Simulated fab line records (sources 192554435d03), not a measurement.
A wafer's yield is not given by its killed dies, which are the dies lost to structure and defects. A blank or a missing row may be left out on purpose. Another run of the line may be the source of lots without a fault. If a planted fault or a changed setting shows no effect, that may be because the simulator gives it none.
Matching of chambers | flow n5Finfet | N5_HKMG_FIN_ALD_36 on aldMetal-03: 4 sister chambers
The step deposits TiN, target thk 1 nm, pulse time 1 s, purge time 3 s. 8 wafers are shown with their chamber, then 7 later ones without.

WAFERS WITH THEIR CHAMBER
wafer  | chamber | heaterPowerOuterW (W) | heaterPowerW (W)
L078.1 | 0       | 559                   | 913
L080.4 | 0       | 550                   | 904
L080.5 | 3       | 559                   | 861
L081.2 | 3       | 567                   | 849
L081.3 | 2       | 534                   | 898
L081.5 | 1       | 481                   | 853
L082.3 | 2       | 522                   | 894
L082.4 | 1       | 479                   | 860

WAFERS WITH NO CHAMBER GIVEN
wafer  | heaterPowerOuterW (W) | heaterPowerW (W)
L082.5 | 530                   | 902
L083.2 | 531                   | 905
L083.5 | 559                   | 850
L083.6 | 560                   | 932
L086.1 | 478                   | 849
L086.3 | 536                   | 892
L086.5 | 478                   | 845

WHICH CHAMBER EACH ONE RAN IN
wafer  | from the rows above | in truth
L082.5 | 2                   | 2
L083.2 | 2                   | 2
L083.5 | 3                   | 3
L083.6 | 0                   | 0
L086.1 | 1                   | 1
L086.3 | 2                   | 2
L086.5 | 1                   | 1
Correct placement for 7 of the 7. Number that these rows cannot place: 0. Number placed wrongly: 0.
How it was worked out, from the rows above alone: a wafer's distance from a chamber is the root of the sum, over the readings, of the square of ((its reading less the chamber's mean) divided by the reading's scatter). The wafer belongs to the nearest chamber; if the next one is less than 2 further off, it can't be placed. The mean given for a chamber averages the wafers shown for that chamber. How the scatter is found: for the shown wafers, subtract from each reading the mean of its chamber, square and add these, divide the total by (wafers less chambers), then take the root.
